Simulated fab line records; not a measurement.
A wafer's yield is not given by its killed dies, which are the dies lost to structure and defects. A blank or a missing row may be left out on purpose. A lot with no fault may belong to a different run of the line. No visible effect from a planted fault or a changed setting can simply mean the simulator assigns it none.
Lot-split experiment | flow n5 finfet | 7 lots, 21 wafers read, on a route of 1938 steps

== ON THE SPLIT ==
At N5_BEOL_M1_TRENCH_ETCH_37 (etches SiOC in C4F6/O2, target depth 55.207 nm, time 29 s), the setting bias w was moved away from the recipe's 185 W on 8 of the 21 wafers read, by -16.4% to +4.6%. All remaining wafers had this setting at the recipe value.

The reading comes from the split's own step.

== THE READING ==
rf vpp V, in V, at N5_BEOL_M1_TRENCH_ETCH_37 (etches SiOC in C4F6/O2, target depth 55.207 nm, time 29 s). On this fab line, fault-free wafers typically give 661 V with a standard deviation of 8.3 V.

wafer  | tool, chamber at the split | bias w as run, W | against the recipe | rf vpp V, V | against lot-mates on the recipe
L076.3 | rie diel-06, 0             | 185              | recipe             | 663         | -
L076.4 | rie diel-06, 2             | 165.8            | -10.4%             | 615         | -42
L076.6 | rie diel-06, 1             | 185              | recipe             | 652         | -
L081.1 | rie diel-02, 0             | 185              | recipe             | 667         | -
L081.2 | rie diel-02, 2             | 185              | recipe             | 655         | -
L081.4 | rie diel-02, 3             | 185              | recipe             | 664         | -
L080.1 | rie diel-06, 2             | 185              | recipe             | 672         | -
L080.3 | rie diel-06, 1             | 154.7            | -16.4%             | 566         | -106
L080.5 | rie diel-06, 1             | 154.7            | -16.4%             | 567         | -105
L084.2 | rie diel-02, 1             | 193.5            | +4.6%              | 679         | +11
L084.3 | rie diel-02, 3             | 193.5            | +4.6%              | 686         | +18
L084.4 | rie diel-02, 0             | 185              | recipe             | 668         | -
L085.1 | rie diel-04, 3             | 185              | recipe             | 649         | -
L085.2 | rie diel-04, 2             | 185              | recipe             | 657         | -
L085.4 | rie diel-04, 1             | 185              | recipe             | 675         | -
L093.2 | rie diel-02, 1             | 185              | recipe             | 654         | -
L093.3 | rie diel-02, 3             | 185              | recipe             | 661         | -
L093.5 | rie diel-02, 3             | 157.6            | -14.8%             | 584         | -74
L095.1 | rie diel-04, 0             | 168.4            | -9.0%              | 622         | -35
L095.2 | rie diel-04, 3             | 168.4            | -9.0%              | 604         | -53
L095.5 | rie diel-04, 2             | 185              | recipe             | 657         | -

THE FIT
A straight line over all 21 wafers: rf vpp V changes by +5.4 V for each +1% of bias w; r = +0.98; the points scatter about the line by 7.8 V.
The same after taking each lot's own level away (the mean of its wafers on the recipe; 21 wafers): +5.48 V for each +1%; r = +0.97; scatter 9.5 V.
On that fit, the largest move of bias w shifts the reading by 90 V.
From 657.0 to 672.0 V: that is the span of the lots' own levels, equal to 1.8 times the standard deviation above.
The two slopes agree, so the slope changes little with the lot-to-lot level.
Check: -85.5 V against its lot-mates is what the line predicts for one of the wafers moved furthest among these (-16.4%) when that wafer is left out of the fit. Against them it came out at -106 V.
Tool readings at the split's step, against how far the setting was moved: rf vpp V r = +0.98.

== THESE WAFERS: OTHER SPLITS ==
Other splits were also applied to these wafers ahead of the reading. Each is held against what the fit with the lots' levels taken away leaves over:
other split on the same wafers            | wafers away from the commonest value | r with rf vpp V (lot level and that fit taken away)
N5_HKMG_FIN_DEVELOP_48 develop time s     | 4                                    | -0.38
N5_GATE_CUT_ETCH_58 time s                | 3                                    | +0.11
N5_GATE_CUT_CUT_ETCH_53 icp w             | 6                                    | -0.15
N5_GATE_CUT_CMP_23 down force psi         | 8                                    | +0.52
N5_MOL_CONTACT_COAG_ALD_131 ald cycles    | 9                                    | -0.21
N5_BEOL_M0_SAQP_PECVD_03 time s           | 6                                    | -0.32
N5_BEOL_M0_SAQP_COAT_08 spin rpm          | 7                                    | -0.33
N5_BEOL_M0_SAQP_SPACER1_ALD_98 ald cycles | 6                                    | -0.03
N5_BEOL_M0_ETCH_109 bias w                | 6                                    | +0.66

== FILE'S OWN FIT ==
rf vpp V changes by +5.33 V for each +1% of bias w, r = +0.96.
